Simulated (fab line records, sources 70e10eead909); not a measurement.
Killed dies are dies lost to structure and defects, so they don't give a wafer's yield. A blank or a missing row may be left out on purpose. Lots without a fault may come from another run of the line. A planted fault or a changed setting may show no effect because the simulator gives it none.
Problem report in the 8D (eight disciplines) form, filled by code | flow nand_harc | the parts of the form that need people (team, actions taken, sign-off) are left out

1. THE PROBLEM
killed_at_array at NHARC_END_SORT_01 reads a mean of 672 on 6 wafers of 2 lots; wafers without a fault read 59 with a standard deviation of 24. That is +26 standard deviations from the usual mean.
First seen on wafer L553.1, day 29 21:00, on prober-02. The record holds 36 wafers of 12 lots with a number at this step. Rule for "out", or "out of limits": more than 4 standard deviations from the usual mean. The other wafers with a number count as sound.

2. WHAT IT IS AND WHAT IT IS NOT
question                    | is                           | is not
which readings at this step | killed_at_array, killed_dies | killed_at_other, killed_at_periphery, killed_open, killed_short
which lots                  | L553, L555                   | L540, L541, L544, L545, L546, L557, L559, L560, L562, L563
which wafers of those lots  | all that have a number       | -
read on which gauges        | prober-01, prober-02         | -
when                        | from day 29 21:00            | up to then (15 sound wafers); but 15 sound wafers of L557, L559, L560, L562, L563 came after

3. SUSPECTS, AND WHAT RULES EACH OUT
Counting: a tool at a process step up to the reading stays a suspect if it ran every lot that is out and no sound lot after the first of them.
- the gauge at NHARC_END_SORT_01: ruled out. The wafers that are out were read on 2 gauges (prober-01, prober-02).
- rie_diel-13 at NHARC_A_STAIRCASE_ETCH_223 (etches the open film in C4F8/O2, target depth 100 nm, time 40.5 s): ruled out as a lasting fault. Sound lots L563 ran on it after its first lot that is out, L553 (day 21 14:56). NHARC_A_STAIRCASE_ETCH_223 gives no start for some lots, so the hours and the order of its lots are those of NHARC_A_STAIRCASE_ETCH_225.
- rie_diel-13 at NHARC_A_STAIRCASE_ETCH_225 (etches the open film in C4F8/O2, target depth 100 nm, time 40.5 s): ruled out as a lasting fault. Sound lots L563 ran on it after its first lot that is out, L553 (day 21 14:56).
Left after counting: nothing in the record.

4. THE CAUSE (what the simulator had put in)
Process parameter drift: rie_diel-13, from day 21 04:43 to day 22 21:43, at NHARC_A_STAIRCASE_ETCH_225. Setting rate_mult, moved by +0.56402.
Counting ruled it out, wrongly: the rule takes a fault to strike every lot that its tool runs from its start on, and this one did not.

5. THE CHAIN OF EFFECTS, in route order
Each row: a reading whose mean over the struck wafers that have a number lies more than 3 standard deviations from the usual. Only readings for which the record gives a usual standard deviation are gone through. hours: the time from each lot's start at the first step in this table that gives one to its start at this step, as a median over the lots. sigmas: the change in usual standard deviations.
hours | step                       | reading         | usual      | on struck wafers | change | sigmas
0     | NHARC_A_STAIRCASE_ETCH_225 | oes_product_au  | 0.944 a.u. | 1.260            | +0.316 | +32
199   | NHARC_END_SORT_01          | killed_at_array | 59         | 672              | +613   | +26
199   | NHARC_END_SORT_01          | killed_dies     | 63         | 677              | +614   | +26
The process steps in it:
- NHARC_A_STAIRCASE_ETCH_225: etches the open film in C4F8/O2, target depth 100 nm, time 40.5 s.

6. WHAT WOULD HAVE CAUGHT IT SOONER
In this record the first reading out of limits at a measuring or inspecting step was taken at day 29 21:00, 208 hours after the fault began at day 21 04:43.
The tool's own readings at NHARC_A_STAIRCASE_ETCH_225 were out on every struck wafer that the step has a row for (oes_product_au): an alarm limit on them would have fired on the first of those.
